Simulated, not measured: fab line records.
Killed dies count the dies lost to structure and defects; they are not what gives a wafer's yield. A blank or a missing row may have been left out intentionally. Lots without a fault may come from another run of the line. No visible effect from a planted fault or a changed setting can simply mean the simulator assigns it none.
The tool behind it: which one? + flow nand harc + Sampling: 11 lots, 33 wafers, 7 of 1159 route steps

== WHAT THE GAUGES READ, wafer by wafer ==
NHARC_A_M0_THK_MEAS_24: measures by xrf.
| lot  | measured     | on            | thk nm (nm)       |
|------|--------------|---------------|-------------------|
| L831 | day 17 21:17 | film metro-01 | 112.9 115.8 112.9 |
| L834 | day 18 02:07 | film metro-02 | 112.5 111.3 113.4 |
| L833 | day 18 02:50 | film metro-02 | 113.5 113.1 112.8 |
| L835 | day 18 17:16 | film metro-02 | 114.6 113.5 114.4 |
| L837 | day 19 04:35 | film metro-01 | 116.1 115.3 111.6 |
| L841 | day 19 22:29 | film metro-01 | 112.7 111.7 112.6 |
| L842 | day 20 14:20 | film metro-01 | 112.4 117.9 113.0 |
| L847 | day 21 15:04 | film metro-01 | 112.3 113.5 115.2 |
| L846 | day 21 16:13 | film metro-02 | 116.2 116.4 115.5 |
| L848 | day 22 04:04 | film metro-02 | 112.4 113.7 116.3 |
| L850 | day 22 08:34 | film metro-02 | 114.7 118.0 115.9 |

NHARC_A_M1_CD_MEAS_09 targets a cd of 120 nm.
| lot  | measured     | on        | cd nm (nm)        |
|------|--------------|-----------|-------------------|
| L831 | day 17 22:50 | cd sem-02 | 119.4 120.6 118.8 |
| L834 | day 18 03:58 | cd sem-03 | 120.5 120.8 120.4 |
| L833 | day 18 04:24 | cd sem-02 | 119.9 119.9 119.7 |
| L835 | day 18 19:01 | cd sem-01 | 120.3 121.4 121.4 |
| L837 | day 19 06:10 | cd sem-02 | 119.3 120.8 120.5 |
| L841 | day 19 23:59 | cd sem-03 | 119.0 118.9 120.2 |
| L842 | day 20 15:53 | cd sem-03 | 119.0 119.0 119.6 |
| L847 | day 21 16:30 | cd sem-02 | 120.7 119.8 120.9 |
| L846 | day 21 17:39 | cd sem-02 | 85.6 85.4 86.2    |
| L848 | day 22 05:30 | cd sem-01 | 120.1 120.0 119.9 |
| L850 | day 22 10:07 | cd sem-02 | 94.0 93.6 94.4    |

NHARC_A_M1_CD_MEAS_16.
| lot  | measured     | on        | cd nm (nm)        |
|------|--------------|-----------|-------------------|
| L831 | day 17 23:19 | cd sem-01 | 119.9 120.5 118.9 |
| L834 | day 18 04:27 | cd sem-01 | 121.8 121.9 121.5 |
| L833 | day 18 04:53 | cd sem-01 | 120.0 119.1 119.8 |
| L835 | day 18 19:31 | cd sem-01 | 120.1 120.7 121.7 |
| L837 | day 19 06:40 | cd sem-03 | 117.9 121.4 120.7 |
| L841 | day 20 00:28 | cd sem-01 | 119.4 120.0 120.8 |
| L842 | day 20 16:25 | cd sem-01 | 119.7 118.0 120.0 |
| L847 | day 21 16:59 | cd sem-02 | 121.9 119.7 121.5 |
| L846 | day 21 18:09 | cd sem-03 | 86.7 85.1 87.2    |
| L848 | day 22 06:07 | cd sem-01 | 120.7 121.2 119.8 |
| L850 | day 22 10:37 | cd sem-03 | 94.4 94.0 95.6    |

NHARC_END_SORT_01.
| lot  | measured     | on        | defect limited yield (%) | killed at array | killed at other | killed at periphery | killed dies | killed open | killed short | sort_bin_2_pct (%) | sort_bin_3_pct (%) | sort_bin_4_pct (%) | sort n pass | sort rim yield pct (%) | sort yield pct (%) |
|------|--------------|-----------|--------------------------|-----------------|-----------------|---------------------|-------------|-------------|--------------|--------------------|--------------------|--------------------|-------------|------------------------|--------------------|
| L846 | day 23 04:05 | prober-02 | 0 0 0.1                  | 671 673 673     | 3 1 1           | 3 3 2               | 677 677 676 | 4 5 9       | 3 6 3        | 94.7 95.9 95.6     | 0 0.15 0.15        | 5.3 4.0 4.1        | 0 0 1       | 0 0 0                  | 0 0 0.1            |
| L848 | day 23 14:16 | prober-01 | 94.8 96.3 94.7           | 33 25 35        | 0 0 0           | 2 0 1               | 35 25 36    | 3 1 3       | 2 1 0        | 1.5 0.6 1.6        | 0.59 0.15 0.15     | 3.1 3.0 3.5        | 642 652 641 | 95.3 95.3 99.1         | 94.8 96.3 94.7     |

== EACH LOT AND THE TOOL THAT RAN IT (in order: tool; ch and the chambers of the sampled wafers; start) ==
| lot  | NHARC_A_M0_ETCH_34                 | NHARC_A_M1_EXPOSE_06               | NHARC_A_M1_ETCH_15                            |
|------|------------------------------------|------------------------------------|-----------------------------------------------|
| L831 | rie diel-04 ch 2,3, day 17 19:01   | arfi scanner-02 ch 0, day 17 22:41 | rie diel-02 ch 0,1,3, day 17 23:19 or earlier |
| L834 | rie diel-04 ch 0,3, day 17 23:43   | arfi scanner-01 ch 0, day 18 03:49 | rie diel-09 ch 0,2,3, day 18 04:27 or earlier |
| L833 | rie diel-04 ch 0,1,3, day 18 00:36 | arfi scanner-03 ch 0, day 18 04:16 | rie diel-02 ch 1,2, day 18 04:53 or earlier   |
| L835 | rie diel-10 ch 1,2,3, day 18 14:54 | arfi scanner-03 ch 0, day 18 18:53 | rie diel-05 ch 0,1,2, day 18 19:31 or earlier |
| L837 | rie diel-12 ch 0,1,3, day 19 02:20 | arfi scanner-02 ch 0, day 19 06:01 | rie diel-02 ch 0,1,2, day 19 06:40 or earlier |
| L841 | rie diel-04 ch 0,2,3, day 19 20:01 | arfi scanner-01 ch 0, day 19 23:50 | rie diel-09 ch 0,2,3, day 20 00:28 or earlier |
| L842 | rie diel-12 ch 0,2,3, day 20 11:56 | arfi scanner-03 ch 0, day 20 15:44 | rie diel-02 ch 1,2,3, day 20 16:25 or earlier |
| L847 | rie diel-04 ch 0,1, day 21 12:46   | arfi scanner-03 ch 0, day 21 16:22 | rie diel-09 ch 0,1,2, day 21 16:59 or earlier |
| L846 | rie diel-04 ch 1,3, day 21 13:57   | arfi scanner-03 ch 0, day 21 17:31 | rie diel-05 ch 1,2, day 21 18:09 or earlier   |
| L848 | rie diel-04 ch 0,1,2, day 22 01:49 | arfi scanner-01 ch 0, day 22 05:22 | rie diel-09 ch 0,1,3, day 22 06:07 or earlier |
| L850 | rie diel-12 ch 1,2,3, day 22 06:18 | arfi scanner-03 ch 0, day 22 09:59 | rie diel-09 ch 0,2,3, day 22 10:37 or earlier |
- NHARC_A_M0_ETCH_34: etches the open film in N2/H2, target depth 40 nm, overetch 12 nm, time 43.94 s.
- NHARC_A_M1_EXPOSE_06: exposes mask A M1, target cd 120 nm.
- NHARC_A_M1_ETCH_15: etches the open film in C4F8/Ar, target depth 182.5 nm, time 91.2 s.

== WHAT THE TOOLS THEMSELVES READ (means of the sampled wafers that have a number; where no wafer has one, the mark that the record gives instead) ==
NHARC_A_M0_ETCH_34.
| lot  | tool        | drypump motor current A (A) | oes product au (a.u.) | rf vpp V (V) | showerhead plenum p Torr (Torr) | throttle valve pct (%) |
|------|-------------|-----------------------------|-----------------------|--------------|---------------------------------|------------------------|
| L831 | rie diel-04 | 5.4                         | 0.993                 | 430.3        | 2.03                            | 14.169                 |
| L834 | rie diel-04 | 5.7                         | 0.996                 | 431.3        | 2.06                            | 14.170                 |
| L833 | rie diel-04 | 5.8                         | 0.990                 | 429.6        | 2.04                            | 14.180                 |
| L835 | rie diel-10 | 5.2                         | 0.992                 | 430.9        | 2.06                            | 14.185                 |
| L837 | rie diel-12 | 5.6                         | 1.002                 | 431.1        | 2.06                            | 14.173                 |
| L841 | rie diel-04 | 5.5                         | 1.006                 | 430.3        | 2.03                            | 14.170                 |
| L842 | rie diel-12 | 5.3                         | 1.003                 | 430.2        | 2.04                            | 14.165                 |
| L847 | rie diel-04 | 6.0                         | 0.986                 | 429.2        | 2.02                            | 14.172                 |
| L846 | rie diel-04 | 5.9                         | 0.975                 | 431.2        | 2.05                            | 14.173                 |
| L848 | rie diel-04 | 5.6                         | 0.989                 | 429.9        | 2.01                            | 14.176                 |
| L850 | rie diel-12 | 5.6                         | 1.008                 | 429.3        | 2.00                            | 14.169                 |

NHARC_A_M1_EXPOSE_06.
| lot  | tool            | exposure dose mJ cm2 |
|------|-----------------|----------------------|
| L831 | arfi scanner-02 | 75.23                |
| L834 | arfi scanner-01 | 75.02                |
| L833 | arfi scanner-03 | 75.03                |
| L835 | arfi scanner-03 | 75.21                |
| L837 | arfi scanner-02 | 75.04                |
| L841 | arfi scanner-01 | 75.11                |
| L842 | arfi scanner-03 | 75.22                |
| L847 | arfi scanner-03 | 75.10                |
| L846 | arfi scanner-03 | 42.24                |
| L848 | arfi scanner-01 | 75.06                |
| L850 | arfi scanner-03 | 48.79                |

NHARC_A_M1_ETCH_15.
| lot  | tool        | oes product au (a.u.) | rf vpp V (V) |
|------|-------------|-----------------------|--------------|
| L831 | rie diel-02 | 0.967                 | 441.4        |
| L834 | rie diel-09 | 0.952                 | 442.8        |
| L833 | rie diel-02 | 0.919                 | 442.4        |
| L835 | rie diel-05 | 0.961                 | 442.6        |
| L837 | rie diel-02 | 0.910                 | 440.0        |
| L841 | rie diel-09 | 0.949                 | 443.3        |
| L842 | rie diel-02 | 0.921                 | 443.0        |
| L847 | rie diel-09 | 0.948                 | 442.6        |
| L846 | rie diel-05 | 0.925                 | 442.1        |
| L848 | rie diel-09 | 0.936                 | 442.9        |
| L850 | rie diel-09 | 0.942                 | 443.2        |

== THE ANSWER, worked out from the rows above alone ==
Rule: the usual values come from the lots themselves. The widest of any qualifying gaps counts: lots, ordered by their means at a reading, are off when they make up no more than a third of the lots, leave a main group of 4 or more, and stand apart from it by 3 or more times the standard deviation of that group's means. If all means in a main group match to the digits the tables above print for the reading, that group is not used. Also off: a lot with no number at a reading for which 4 or more lots have one. All remaining lots with rows at the step are treated as sound. Order of review: gauges by route order, followed by the tools' own readings, for which a lot's mean as printed above is used. At the first step where some lot is off, the reading lying furthest off is the one used; lots without a number count as furthest.
Off: L846, L850 (NHARC_A_M1_CD_MEAS_09, cd nm). The main group has a mean of 120.0 nm with a standard deviation of 0.56.
If a tool, at a process step before that reading, ran all the lots that are off and no sound lot after the first of them, it fits. The gauges at NHARC_A_M1_CD_MEAS_09 aren't tried: what is off there is off at NHARC_A_M1_CD_MEAS_16 too, on other tools, and a gauge's error can't cause that. One candidate fits, namely arfi scanner-03 at NHARC_A_M1_EXPOSE_06. Its last sound lot is L847 (day 21 16:22), its first lot that is off L846 (day 21 17:31): a fault that began between those two fits.
On the lots that are off, the tool's own readings at NHARC_A_M1_EXPOSE_06 differ by more than 5 times the standard deviation of the sound lots' means, which bears it out; exposure dose mJ cm2 reads 45.52 there versus 75.11 on the sound lots.

== WHAT WAS PUT IN BY THE SIMULATOR ==
Process parameters drifting: arfi scanner-03 at NHARC_A_M1_EXPOSE_06, beginning at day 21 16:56. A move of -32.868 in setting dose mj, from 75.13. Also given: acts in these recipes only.
Struck lots among those shown: L846, L850. This agrees with what the rule above found.
